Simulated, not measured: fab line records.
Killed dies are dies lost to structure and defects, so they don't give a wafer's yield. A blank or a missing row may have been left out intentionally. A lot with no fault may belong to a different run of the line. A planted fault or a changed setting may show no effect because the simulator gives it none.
Which tool did it? + flow n5 finfet + 9 lots with 24 wafers sampled at 5 steps, on a route of 1938 steps

== WHAT THE GAUGES SHOWED, per wafer ==
N5_DUMMY_GATE_CD_MEAS_50 targets a cd of 14 nm.
| lot  | measured    | on        | cd nm (nm)     |
|------|-------------|-----------|----------------|
| L785 | day 3 05:38 | cd sem-02 | 14.1 13.3 14.7 |
| L787 | day 3 18:51 | cd sem-01 | 14.8 14.2 14.3 |
| L793 | day 5 08:11 | cd sem-02 | - - -          |
| L794 | day 5 15:05 | cd sem-03 | - - -          |
| L796 | day 6 07:59 | cd sem-03 | 12.9 12.9      |
| L798 | day 6 15:04 | cd sem-03 | 13.5 13.6 13.3 |
| L799 | day 6 19:49 | cd sem-03 | 13.7 13.6      |
| L801 | day 7 06:16 | cd sem-03 | 14.1 13.3 13.2 |
| L807 | day 8 17:42 | cd sem-02 | 14.4 12.7      |

== TOOL THAT RAN EACH LOT (tool first, then ch and the chambers of the sampled wafers, then the start) ==
| lot  | N5_STI_FIN_REVEAL_ETCH_34       | N5_STI_FIN_REVEAL_OXIDATION_31      | N5_DUMMY_GATE_ETCH_29             | N5_DUMMY_GATE_ETCH_36             |
|------|---------------------------------|-------------------------------------|-----------------------------------|-----------------------------------|
| L785 | rie si-01 ch 1,2, day 2 17:45   | plasma asher-01 ch 0,1, day 2 17:49 | rie diel-02 ch 1,2,3, day 3 05:20 | rie diel-02 ch 1,2,3, day 3 05:22 |
| L787 | rie si-05 ch 0,2,3, day 3 08:39 | plasma asher-01 ch 0,1, day 3 08:43 | rie diel-04 ch 0,3, day 3 18:32   | rie diel-04 ch 0,3, day 3 18:35   |
| L793 | rie si-05 ch 1,2,3, day 4 19:20 | plasma asher-02 ch 0,1, day 4 19:35 | rie diel-01 ch 1,2,3, day 5 07:53 | rie diel-01 ch 1,2,3, day 5 07:55 |
| L794 | rie si-05 ch 0,1,2, day 5 01:23 | plasma asher-02 ch 0,1, day 5 01:34 | rie diel-04 ch 0,1,3, day 5 14:37 | rie diel-04 ch 0,1,3, day 5 14:40 |
| L796 | rie si-05 ch 0,1, day 5 21:22   | plasma asher-01 ch 1, day 5 21:26   | rie diel-04 ch 3, day 6 07:32     | rie diel-04 ch 3, day 6 07:34     |
| L798 | rie si-01 ch 1,2, day 6 03:47   | plasma asher-01 ch 0,1, day 6 03:52 | rie diel-01 ch 1,2,3, day 6 14:44 | rie diel-01 ch 1,2,3, day 6 14:47 |
| L799 | rie si-05 ch 0,3, day 6 07:52   | plasma asher-02 ch 0, day 6 07:56   | rie diel-01 ch 1,2, day 6 19:21   | rie diel-01 ch 1,2, day 6 19:23   |
| L801 | rie si-03 ch 0,1, day 6 20:08   | plasma asher-02 ch 0,1, day 6 20:12 | rie diel-04 ch 0,2,3, day 7 05:55 | rie diel-04 ch 0,2,3, day 7 05:57 |
| L807 | rie si-03 ch 1, day 8 07:38     | plasma asher-01 ch 1, day 8 07:43   | rie diel-01 ch 1,2, day 8 17:15   | rie diel-01 ch 1,2, day 8 17:17   |
- N5_STI_FIN_REVEAL_ETCH_34: etches Si in H2, material Si, target depth 0.97 nm.
- N5_STI_FIN_REVEAL_OXIDATION_31: chemistry O2 PLASMA REMOTE, time 20 s.
- N5_DUMMY_GATE_ETCH_29: etches underlayer in N2/H2, target depth 13 nm.
- N5_DUMMY_GATE_ETCH_36: etches SiARC in CF4, target depth 13 nm.

== THE ANSWER, worked out from the rows above alone ==
Rule: the usual values come from the lots themselves. Put in order of their means at a reading, lots are off if they are a third of the lots or fewer, leave a main group of 4 or more, and stand apart from it by a gap of 3 or more times the standard deviation of the main group's means; of several such gaps the widest counts. A main group is skipped when, at the precision printed for the reading in the tables above, its means are all equal. A lot without any number at a reading at which 4 lots or more have one is off too. All remaining lots with rows at the step are treated as sound.
Off at N5_DUMMY_GATE_CD_MEAS_50 (cd nm): L793, L794. Without a number there: L793, L794. The main group has a mean of 13.7 nm with a standard deviation of 0.44.
A tool fits if, at a process step before that reading, it ran every lot that is off, and no sound lot after the first of them. The gauges at N5_DUMMY_GATE_CD_MEAS_50 are tried like those tools. Of those tried, none fits.

== WHAT HAD BEEN PUT IN BY THE SIMULATOR ==
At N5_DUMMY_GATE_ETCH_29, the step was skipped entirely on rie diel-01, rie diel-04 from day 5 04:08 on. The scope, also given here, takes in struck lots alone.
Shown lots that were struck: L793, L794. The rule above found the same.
